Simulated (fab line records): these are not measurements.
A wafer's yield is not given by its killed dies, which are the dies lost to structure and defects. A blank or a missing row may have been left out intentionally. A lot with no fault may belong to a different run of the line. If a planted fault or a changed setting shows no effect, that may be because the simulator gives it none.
Split-lot experiment :: flow n5Finfet :: route with 1938 steps; 7 lots, 21 wafers read

THE SPLIT ITSELF
At N5_BEOL_M13_SPUTTER_43 (material TaN, target thk 15 nm, time 24.19 s), the setting timeS was moved away from the recipe's 24.19 s on 8 of the 21 wafers read, by -12.6% to +12.1%. This setting was run at the recipe's value on the other wafers.

The reading comes from the split's own step.

THE READING
TaN_of_BEOL_M13_SPUTTER_43.thkNm (the simulator's own value, which no gauge read), in nm, at N5_BEOL_M13_SPUTTER_43 (material TaN, target thk 15 nm, time 24.19 s). The file does not state a usual value for it. Across the 13 wafers here that went through the recipe, the average is 14.9 nm and the standard deviation 0.15 nm.

wafer: L079.4
tool, chamber at the split: pvdSputter-02, -
timeS as run, s: 21.13
against the recipe: -12.6%
TaN_of_BEOL_M13_SPUTTER_43.thkNm, nm: 13.4
against lot-mates on the recipe: -1.8

wafer: L079.5
tool, chamber at the split: pvdSputter-02, -
timeS as run, s: 21.13
against the recipe: -12.6%
TaN_of_BEOL_M13_SPUTTER_43.thkNm, nm: 13.4
against lot-mates on the recipe: -1.8

wafer: L079.6
tool, chamber at the split: pvdSputter-02, -
timeS as run, s: 24.19
against the recipe: recipe
TaN_of_BEOL_M13_SPUTTER_43.thkNm, nm: 15.2
against lot-mates on the recipe: -

wafer: L089.1
tool, chamber at the split: pvdSputter-03, -
timeS as run, s: 22.09
against the recipe: -8.7%
TaN_of_BEOL_M13_SPUTTER_43.thkNm, nm: 13.4
against lot-mates on the recipe: -1.5

wafer: L089.2
tool, chamber at the split: pvdSputter-03, -
timeS as run, s: 24.19
against the recipe: recipe
TaN_of_BEOL_M13_SPUTTER_43.thkNm, nm: 15
against lot-mates on the recipe: -

wafer: L089.3
tool, chamber at the split: pvdSputter-03, -
timeS as run, s: 24.19
against the recipe: recipe
TaN_of_BEOL_M13_SPUTTER_43.thkNm, nm: 14.8
against lot-mates on the recipe: -

wafer: L090.1
tool, chamber at the split: pvdSputter-01, -
timeS as run, s: 24.19
against the recipe: recipe
TaN_of_BEOL_M13_SPUTTER_43.thkNm, nm: 15
against lot-mates on the recipe: -

wafer: L090.3
tool, chamber at the split: pvdSputter-01, -
timeS as run, s: 24.19
against the recipe: recipe
TaN_of_BEOL_M13_SPUTTER_43.thkNm, nm: 15
against lot-mates on the recipe: -

wafer: L090.2
tool, chamber at the split: pvdSputter-01, -
timeS as run, s: 27.12
against the recipe: +12.1%
TaN_of_BEOL_M13_SPUTTER_43.thkNm, nm: 16.8
against lot-mates on the recipe: +1.8

wafer: L091.2
tool, chamber at the split: pvdSputter-01, -
timeS as run, s: 24.19
against the recipe: recipe
TaN_of_BEOL_M13_SPUTTER_43.thkNm, nm: 14.8
against lot-mates on the recipe: -

wafer: L091.4
tool, chamber at the split: pvdSputter-01, -
timeS as run, s: 24.19
against the recipe: recipe
TaN_of_BEOL_M13_SPUTTER_43.thkNm, nm: 14.8
against lot-mates on the recipe: -

wafer: L091.6
tool, chamber at the split: pvdSputter-01, -
timeS as run, s: 24.19
against the recipe: recipe
TaN_of_BEOL_M13_SPUTTER_43.thkNm, nm: 14.8
against lot-mates on the recipe: -

wafer: L092.1
tool, chamber at the split: pvdSputter-02, -
timeS as run, s: 24.19
against the recipe: recipe
TaN_of_BEOL_M13_SPUTTER_43.thkNm, nm: 15
against lot-mates on the recipe: -

wafer: L092.2
tool, chamber at the split: pvdSputter-02, -
timeS as run, s: 25.96
against the recipe: +7.3%
TaN_of_BEOL_M13_SPUTTER_43.thkNm, nm: 16
against lot-mates on the recipe: +1.0

wafer: L092.4
tool, chamber at the split: pvdSputter-02, -
timeS as run, s: 25.96
against the recipe: +7.3%
TaN_of_BEOL_M13_SPUTTER_43.thkNm, nm: 16
against lot-mates on the recipe: +1.0

wafer: L093.3
tool, chamber at the split: pvdSputter-01, -
timeS as run, s: 21.26
against the recipe: -12.1%
TaN_of_BEOL_M13_SPUTTER_43.thkNm, nm: 13.4
against lot-mates on the recipe: -1.6

wafer: L093.5
tool, chamber at the split: pvdSputter-01, -
timeS as run, s: 24.19
against the recipe: recipe
TaN_of_BEOL_M13_SPUTTER_43.thkNm, nm: 15
against lot-mates on the recipe: -

wafer: L093.6
tool, chamber at the split: pvdSputter-01, -
timeS as run, s: 24.19
against the recipe: recipe
TaN_of_BEOL_M13_SPUTTER_43.thkNm, nm: 15
against lot-mates on the recipe: -

wafer: L095.2
tool, chamber at the split: pvdSputter-03, -
timeS as run, s: 24.19
against the recipe: recipe
TaN_of_BEOL_M13_SPUTTER_43.thkNm, nm: 14.6
against lot-mates on the recipe: -

wafer: L095.3
tool, chamber at the split: pvdSputter-03, -
timeS as run, s: 24.19
against the recipe: recipe
TaN_of_BEOL_M13_SPUTTER_43.thkNm, nm: 14.8
against lot-mates on the recipe: -

wafer: L095.4
tool, chamber at the split: pvdSputter-03, -
timeS as run, s: 22.25
against the recipe: -8.0%
TaN_of_BEOL_M13_SPUTTER_43.thkNm, nm: 13.6
against lot-mates on the recipe: -1.1

THE FIT
A straight line over all 21 wafers: TaN_of_BEOL_M13_SPUTTER_43.thkNm changes by +0.139 nm for each +1% of timeS; r = +0.98; the points scatter about the line by 0.18 nm.
The same after taking each lot's own level away (the mean of its wafers on the recipe; 21 wafers): +0.143 nm for each +1%; r = +1.00; scatter 0.084 nm.
According to that fit, moving timeS by its largest amount changes the reading by 1.8 nm.
Across the lots, their own levels run from 14.70 to 15.20 nm, a range of 3.4 times the standard deviation given above.
The two slopes are in agreement: the lot-to-lot level therefore moves the slope only a little.
Check: -1.82 nm against its lot-mates is what the line predicts for one of the wafers moved furthest among these (-12.6%) when that wafer is left out of the fit. Against them it came out at -1.8 nm.

FURTHER SPLITS ON THESE WAFERS
Note: prior to the reading, these wafers also went through further splits. Each is held against what the fit with the lots' levels taken away leaves over:
other split on the same wafers: N5_BEOL_M8_DESCUM_33 timeS
wafers away from the commonest value: 6
r with TaN_of_BEOL_M13_SPUTTER_43.thkNm (lot level and that fit taken away): -0.55

other split on the same wafers: N5_BEOL_M9_DESCUM_16 timeS
wafers away from the commonest value: 11
r with TaN_of_BEOL_M13_SPUTTER_43.thkNm (lot level and that fit taken away): -0.05

other split on the same wafers: N5_BEOL_M10_COAT_63 spinRpm
wafers away from the commonest value: 5
r with TaN_of_BEOL_M13_SPUTTER_43.thkNm (lot level and that fit taken away): +0.22

other split on the same wafers: N5_BEOL_M10_COAT_64 spinRpm
wafers away from the commonest value: 5
r with TaN_of_BEOL_M13_SPUTTER_43.thkNm (lot level and that fit taken away): +0.18

other split on the same wafers: N5_BEOL_M11_DEP_56 timeS
wafers away from the commonest value: 6
r with TaN_of_BEOL_M13_SPUTTER_43.thkNm (lot level and that fit taken away): -0.41

FILE'S OWN FIT
TaN_of_BEOL_M13_SPUTTER_43.thkNm changes by +0.144 nm for each +1% of timeS, r = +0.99.
